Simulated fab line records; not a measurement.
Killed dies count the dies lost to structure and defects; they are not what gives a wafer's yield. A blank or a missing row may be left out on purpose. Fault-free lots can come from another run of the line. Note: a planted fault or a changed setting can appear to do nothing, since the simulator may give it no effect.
Which tool was responsible? -- flow nand harc -- Sampling: 6 lots, 16 wafers, 5 of 1302 route steps

## WHAT THE GAUGES READ, wafer by wafer
NHARC_END_SORT_01.
lot,measured,on,killed at periphery
L181,day 25 22:43,prober-02,5 4 6
L191,day 30 11:55,prober-02,69
L192,day 31 11:29,prober-01,8 5 5

## WHICH TOOL RAN EACH LOT (tool, then ch and the chambers of the sampled wafers, then the start)
lot,NHARC_P_M0_ETCH_15,NHARC_P_M1_DESCUM_14,NHARC_P_M1_ETCH_28,NHARC_P_M1_PRE_CLEAN_30
L178,"rie diel-01 ch 0,2,3, day 7 01:48","rie diel-10 ch 0,1,2, day 7 05:49","rie diel-13 ch 0,2,3, no start","pvd sputter-03, no start"
L181,"rie diel-01 ch 0,3, day 8 02:34","rie diel-13 ch 2,3, day 8 06:55","rie diel-13 ch 0,2,3, day 8 08:07 or earlier","pvd sputter-02, day 8 08:07"
L191,"rie diel-01 ch 2, day 12 02:31","rie diel-13 ch 3, day 12 08:18","rie diel-10 ch 2, day 30 11:55 or earlier","pvd sputter-01, day 30 11:55 or earlier"
L192,"rie diel-12 ch 0,2,3, day 12 19:13","rie diel-13 ch 0,1,3, day 12 22:58","rie diel-10 ch 1,2,3, day 31 11:29 or earlier","pvd sputter-03, day 31 11:29 or earlier"
L196,"rie diel-12 ch 0,3, day 14 08:57","rie diel-10 ch 0,1,2, day 14 12:46","rie diel-13 ch 0,2,3, no start","pvd sputter-01, no start"
L199,"rie diel-01 ch 2,3, day 15 11:35","rie diel-13 ch 0,3, day 15 15:20","rie diel-10 ch 1,3, no start","pvd sputter-01, no start"
- NHARC_P_M0_ETCH_15: etches the open film in C4F8/Ar, target depth 150 nm, overetch 15 nm, time 82.5 s.
- NHARC_P_M1_DESCUM_14: chemistry O2, time 3 s.
- NHARC_P_M1_ETCH_28: etches the open film in CF4/N2, target depth 30 nm, time 72.99 s.
- NHARC_P_M1_PRE_CLEAN_30: time 30 s.

## THE ANSWER, worked out from the rows above alone
Rule: what is usual is taken from the lots themselves. The widest of any qualifying gaps counts: lots, ordered by their means at a reading, are off when they make up no more than a third of the lots, leave a main group of 4 or more, and stand apart from it by 3 or more times the standard deviation of that group's means. Not used: any main group whose means are identical at the precision the tables above print for the reading. A lot without any number at a reading at which 4 lots or more have one is off too. Any other lot the step has rows for is counted as sound.
No lot is off at any reading shown: from this, nothing can be told.

## WHAT THE SIMULATOR HAD PUT IN
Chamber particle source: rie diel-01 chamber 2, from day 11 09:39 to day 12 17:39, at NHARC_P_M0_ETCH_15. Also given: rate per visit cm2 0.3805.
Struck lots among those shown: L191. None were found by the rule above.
